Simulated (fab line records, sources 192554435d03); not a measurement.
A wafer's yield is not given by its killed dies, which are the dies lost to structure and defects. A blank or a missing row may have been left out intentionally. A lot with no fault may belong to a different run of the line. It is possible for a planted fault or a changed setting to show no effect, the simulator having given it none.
The tool behind it: which one? ; flow n5-finfet ; at 1 step of a route of 1938, 12 lots with 36 wafers sampled

WHAT THE GAUGES READ, wafer by wafer
N5_BEOL_M13_CD_MEAS_28 targets a cd of 209.5 nm.
lot;measured;on;cd-nm (nm)
L075;day 11 19:35;cd-sem-01;208.3 207.6 208.9
L076;day 12 14:52;cd-sem-03;207.8 208.1 207.5
L080;day 12 19:02;cd-sem-01;207.7 206.8 208.1
L082;day 13 10:40;cd-sem-02;208.9 208.7 206.9
L083;day 13 19:53;cd-sem-03;208.5 210.2 210.1
L085;day 14 22:30;cd-sem-02;208.3 209.3 212.0
L088;day 15 06:48;cd-sem-03;208.7 207.9 208.6
L090;day 16 03:01;cd-sem-02;207.1 207.4 206.0
L091;day 16 10:14;cd-sem-02;208.9 210.0 210.6
L095;day 17 03:08;cd-sem-02;208.7 208.7 209.8
L093;day 17 06:43;cd-sem-03;209.7 210.1 208.6
L097;day 17 14:49;cd-sem-01;211.9 208.8 210.2

EACH LOT AND THE TOOL THAT RAN IT (in order: tool; ch and the chambers of the sampled wafers; start)
The record holds no process step before these readings.

THE ANSWER, worked out from the rows above alone
Rule: the usual values come from the lots themselves. Put in order of their means at a reading, lots are off if they are a third of the lots or fewer, leave a main group of 4 or more, and stand apart from it by a gap of 3 or more times the standard deviation of the main group's means; of several such gaps the widest counts. If all means in a main group match to the digits the tables above print for the reading, that group is not used. A lot without any number at a reading at which 4 lots or more have one is off too. The other lots that the step has rows for count as sound.
Nothing can be told from this: no lot is off at any reading shown.

WHAT WAS PUT IN BY THE SIMULATOR
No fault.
